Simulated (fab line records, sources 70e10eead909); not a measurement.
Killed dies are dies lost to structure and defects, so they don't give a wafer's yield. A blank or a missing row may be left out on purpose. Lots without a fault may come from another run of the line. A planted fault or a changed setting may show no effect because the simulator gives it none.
Which tool did it? | flow nand_harc | 14 lots, 42 wafers sampled, at 4 steps of a route of 1159

WHAT THE GAUGES READ, wafer by wafer
The record holds no reading of a measuring or inspecting step that can be judged against a usual standard deviation.

WHICH TOOL RAN EACH LOT (tool, then ch and the chambers of the sampled wafers, then the start)
lot  | NHARC_A_STAIRCASE_ETCH_188                    | NHARC_A_STAIRCASE_ETCH_190         | NHARC_A_STAIRCASE_TRIM_191                    | NHARC_A_STAIRCASE_TRIM_196
L726 | rie_diel-03 ch 0,1,2, day 11 12:10 or earlier | rie_diel-03 ch 1,2,3, day 11 12:10 | rie_diel-03 ch 0,1,2, day 11 12:48 or earlier | rie_diel-03 ch 0,2,3, day 11 12:48
L727 | rie_diel-01 ch 0,2, day 11 13:09 or earlier   | rie_diel-01 ch 0,2, day 11 13:09   | rie_diel-01 ch 0,2, day 11 13:50 or earlier   | rie_diel-01 ch 0,1,2, day 11 13:50
L729 | rie_diel-01 ch 0,2,3, day 11 16:16 or earlier | rie_diel-01 ch 0,2,3, day 11 16:16 | rie_diel-01 ch 0,1,2, day 11 17:01 or earlier | rie_diel-03 ch 0,1,2, day 11 17:01
L725 | rie_diel-13 ch 0,3, day 11 17:01 or earlier   | rie_diel-13 ch 0,2,3, day 11 17:01 | rie_diel-13 ch 0,1,2, day 11 17:48 or earlier | rie_diel-13 ch 0,2, day 11 17:48
L728 | rie_diel-13 ch 0,2,3, day 11 21:28 or earlier | rie_diel-13 ch 0,1,2, day 11 21:28 | rie_diel-13 ch 0,1,2, day 11 22:16 or earlier | rie_diel-01 ch 0,1,3, day 11 22:16
L730 | rie_diel-01 ch 0,1,3, day 12 01:41 or earlier | rie_diel-01 ch 1,2,3, day 12 01:41 | rie_diel-01 ch 0,1,2, day 12 02:22 or earlier | rie_diel-01 ch 0,2,3, day 12 02:22
L734 | rie_diel-13 ch 0,1,2, day 13 00:16 or earlier | rie_diel-13 ch 0,1, day 13 00:16   | rie_diel-13 ch 2,3, day 13 01:08 or earlier   | rie_diel-13 ch 1,3, day 13 01:08
L732 | rie_diel-13 ch 1,2,3, day 13 04:17 or earlier | rie_diel-13 ch 0,2, day 13 04:17   | rie_diel-13 ch 1,2,3, day 13 04:55 or earlier | rie_diel-03 ch 1,2,3, day 13 04:55
L736 | rie_diel-03 ch 0,2,3, day 14 01:30 or earlier | rie_diel-03 ch 1,2,3, day 14 01:30 | rie_diel-03 ch 0,2,3, day 14 03:37 or earlier | rie_diel-13 ch 0,2,3, day 14 03:37
L739 | rie_diel-03 ch 2,3, day 14 22:37 or earlier   | rie_diel-03 ch 0,2,3, day 14 22:37 | rie_diel-03 ch 0,2,3, day 15 01:11 or earlier | rie_diel-13 ch 1,2,3, day 15 01:11
L742 | rie_diel-13 ch 0,2,3, day 15 07:35 or earlier | rie_diel-13 ch 0,1,2, day 15 07:35 | rie_diel-13 ch 0,2,3, day 15 08:18 or earlier | rie_diel-01 ch 1,2,3, day 15 08:18
L745 | rie_diel-03 ch 0,2, day 15 19:05 or earlier   | rie_diel-03 ch 0,3, day 15 19:05   | rie_diel-03 ch 0,2,3, day 15 19:48 or earlier | rie_diel-03 ch 0,2,3, day 15 19:48
L746 | rie_diel-01 ch 1,2, day 16 07:01 or earlier   | rie_diel-01 ch 0,2,3, day 16 07:01 | rie_diel-01 ch 1,2, day 16 07:44 or earlier   | rie_diel-13 ch 1,2,3, day 16 07:44
L747 | rie_diel-01 ch 1,2,3, day 16 11:38 or earlier | rie_diel-01 ch 1,2,3, day 16 11:38 | rie_diel-01 ch 0,2,3, day 16 12:17 or earlier | rie_diel-01 ch 0,2, day 16 12:17
- NHARC_A_STAIRCASE_ETCH_188: etches the open film in C4F8/O2, target depth 100 nm, time 40.5 s.
- NHARC_A_STAIRCASE_ETCH_190: etches the open film in C4F8/O2, target depth 100 nm, time 40.5 s.
- NHARC_A_STAIRCASE_TRIM_191: chemistry O2, time 211.2 s.
- NHARC_A_STAIRCASE_TRIM_196: chemistry O2, time 211.2 s.

WHAT THE TOOLS THEMSELVES READ (means of the sampled wafers that have a number; where no wafer has one, the mark that the record gives instead)
NHARC_A_STAIRCASE_ETCH_188. Usual: oes_product_au 0.936 a.u., standard deviation 0.014; rf_vpp_V 894 V, standard deviation 5.9; run_length_s 61.8 s, standard deviation 0.54.
lot  | tool        | oes_product_au (a.u.) | rf_vpp_V (V) | run_length_s (s) | flag
L726 | rie_diel-03 | 0.954                 | 890          | 62.0             |
L727 | rie_diel-01 | 0.921                 | 894          | 61.5             |
L729 | rie_diel-01 | 0.945                 | 892          | 61.3             |
L725 | rie_diel-13 | 0.916                 | 889          | 61.4             |
L728 | rie_diel-13 | 0.931                 | 892          | 61.5             |
L730 | rie_diel-01 | 0.938                 | 894          | 61.6             |
L734 | rie_diel-13 | 0.935                 | 897          | 62.1             |
L732 | rie_diel-13 | 0.943                 | 901          | 61.9             |
L736 | rie_diel-03 | 0.938                 | 891          | 62.1             |
L739 | rie_diel-03 | 0.930                 | 891          | 62.5             |
L742 | rie_diel-13 | 0.931                 | 898          | 61.7             |
L745 | rie_diel-03 | 0.945                 | 892          | 61.8             |
L746 | rie_diel-01 | 0.960                 | 892          | 61.9             |
L747 | rie_diel-01 | 0.940                 | 889          | 61.6             |

NHARC_A_STAIRCASE_ETCH_190. Usual: oes_product_au 0.939 a.u., standard deviation 0.014; rf_vpp_V 894 V, standard deviation 5.8; run_length_s 61.8 s, standard deviation 0.55.
lot  | tool        | oes_product_au (a.u.) | rf_vpp_V (V) | run_length_s (s) | flag
L726 | rie_diel-03 | 0.954                 | 890          | 62.2             |
L727 | rie_diel-01 | 0.925                 | 897          | 61.4             |
L729 | rie_diel-01 | 0.939                 | 893          | 61.7             |
L725 | rie_diel-13 | 0.933                 | 893          | 61.7             |
L728 | rie_diel-13 | 0.929                 | 896          | 61.8             |
L730 | rie_diel-01 | 0.943                 | 889          | 61.6             |
L734 | rie_diel-13 | 0.954                 | 896          | 61.8             |
L732 | rie_diel-13 | 0.960                 | 892          | 61.3             |
L736 | rie_diel-03 | 0.934                 | 890          | 62.1             |
L739 | rie_diel-03 | 0.965                 | 892          | 66.2             | OFF
L742 | rie_diel-13 | 0.945                 | 896          | 61.8             |
L745 | rie_diel-03 | 0.946                 | 894          | 65.7             | OFF
L746 | rie_diel-01 | 0.941                 | 892          | 61.4             |
L747 | rie_diel-01 | 0.944                 | 890          | 61.8             |

NHARC_A_STAIRCASE_TRIM_191. Usual: drypump_motor_current_A 5.9 A, standard deviation 0.45; oes_product_au 0.998 a.u., standard deviation 0.011; rf_vpp_V 57.5 V, standard deviation 0.91; showerhead_plenum_p_Torr 3.49 Torr, standard deviation 0.16; throttle_valve_pct 17.038 %, standard deviation 0.0098.
lot  | tool        | drypump_motor_current_A (A) | oes_product_au (a.u.) | rf_vpp_V (V) | showerhead_plenum_p_Torr (Torr) | throttle_valve_pct (%) | flag
L726 | rie_diel-03 | 6.1                         | 1.003                 | 57.4         | 3.36                            | 17.038                 |
L727 | rie_diel-01 | 6.1                         | 0.989                 | 58.2         | 3.47                            | 17.033                 |
L729 | rie_diel-01 | 6.1                         | 0.990                 | 57.9         | 3.48                            | 17.039                 |
L725 | rie_diel-13 | 5.8                         | 1.000                 | 57.7         | 3.55                            | 17.035                 |
L728 | rie_diel-13 | 5.8                         | 1.006                 | 57.9         | 3.54                            | 17.037                 |
L730 | rie_diel-01 | 6.1                         | 0.993                 | 56.7         | 3.48                            | 17.050                 |
L734 | rie_diel-13 | 6.3                         | 0.985                 | 57.4         | 3.75                            | 17.031                 |
L732 | rie_diel-13 | 6.2                         | 0.991                 | 57.9         | 3.69                            | 17.037                 |
L736 | rie_diel-03 | 6.1                         | 1.003                 | 57.2         | 3.43                            | 17.041                 |
L739 | rie_diel-03 | 6.1                         | 1.007                 | 56.7         | 3.42                            | 17.048                 |
L742 | rie_diel-13 | 5.8                         | 1.002                 | 57.5         | 3.58                            | 17.033                 |
L745 | rie_diel-03 | 6.1                         | 1.002                 | 57.0         | 3.42                            | 17.034                 |
L746 | rie_diel-01 | 5.9                         | 0.993                 | 57.2         | 3.40                            | 17.046                 |
L747 | rie_diel-01 | 5.8                         | 0.998                 | 57.6         | 3.42                            | 17.038                 |

NHARC_A_STAIRCASE_TRIM_196. Usual: drypump_motor_current_A 5.9 A, standard deviation 0.44; oes_product_au 1.000 a.u., standard deviation 0.011; rf_vpp_V 57.6 V, standard deviation 0.96; showerhead_plenum_p_Torr 3.48 Torr, standard deviation 0.16; throttle_valve_pct 17.035 %, standard deviation 0.0092.
lot  | tool        | drypump_motor_current_A (A) | oes_product_au (a.u.) | rf_vpp_V (V) | showerhead_plenum_p_Torr (Torr) | throttle_valve_pct (%) | flag
L726 | rie_diel-03 | 6.1                         | 1.004                 | 57.4         | 3.44                            | 17.025                 |
L727 | rie_diel-01 | 6.1                         | 0.990                 | 57.5         | 3.48                            | 17.027                 |
L729 | rie_diel-03 | 6.1                         | 1.008                 | 57.6         | 3.36                            | 17.039                 |
L725 | rie_diel-13 | 5.3                         | 1.001                 | 57.1         | 3.45                            | 17.032                 |
L728 | rie_diel-01 | 5.7                         | 0.997                 | 58.5         | 3.45                            | 17.043                 |
L730 | rie_diel-01 | 5.8                         | 0.992                 | 57.6         | 3.44                            | 17.029                 |
L734 | rie_diel-13 | 6.3                         | 0.994                 | 58.4         | 3.70                            | 17.035                 |
L732 | rie_diel-03 | 6.2                         | 1.003                 | 58.2         | 3.36                            | 17.031                 |
L736 | rie_diel-13 | 5.8                         | 0.998                 | 58.1         | 3.59                            | 17.033                 |
L739 | rie_diel-13 | 6.2                         | 0.988                 | 57.8         | 3.68                            | 17.041                 |
L742 | rie_diel-01 | 5.8                         | 0.996                 | 56.7         | 3.36                            | 17.027                 |
L745 | rie_diel-03 | 6.1                         | 1.003                 | 57.3         | 3.42                            | 17.030                 |
L746 | rie_diel-13 | 6.2                         | 0.994                 | 57.6         | 3.68                            | 17.038                 |
L747 | rie_diel-01 | 6.1                         | 0.989                 | 57.4         | 3.52                            | 17.047                 |

THE ANSWER, worked out from the rows above alone
Rule: a lot is off if the mean of its wafers that have a number lies more than 3 standard deviations from the usual mean. A lot without any number at a reading at which 4 lots or more have one is off too. The other lots that the step has rows for count as sound. The gauges are gone through in route order, then the tools' own readings, and for those a lot's mean is taken as printed above. The first step at which some lot is off is used, and at that step the reading that is off furthest; a lot without a number counts as furthest.
Off: L739, L745, at NHARC_A_STAIRCASE_ETCH_190 (run_length_s).
A tool fits if, at that step or a process step before it, it ran every lot that is off, and no sound lot after the first of them. NHARC_A_STAIRCASE_ETCH_188 gives no start for some lots, so the hours and the order of its lots are those of NHARC_A_STAIRCASE_ETCH_190. One fits: rie_diel-03 at NHARC_A_STAIRCASE_ETCH_188 and NHARC_A_STAIRCASE_ETCH_190. At NHARC_A_STAIRCASE_ETCH_188 its last sound lot is L736 (day 14 01:30), its first lot that is off L739 (day 14 22:37): a fault that began between those two fits.

WHAT THE SIMULATOR HAD PUT IN
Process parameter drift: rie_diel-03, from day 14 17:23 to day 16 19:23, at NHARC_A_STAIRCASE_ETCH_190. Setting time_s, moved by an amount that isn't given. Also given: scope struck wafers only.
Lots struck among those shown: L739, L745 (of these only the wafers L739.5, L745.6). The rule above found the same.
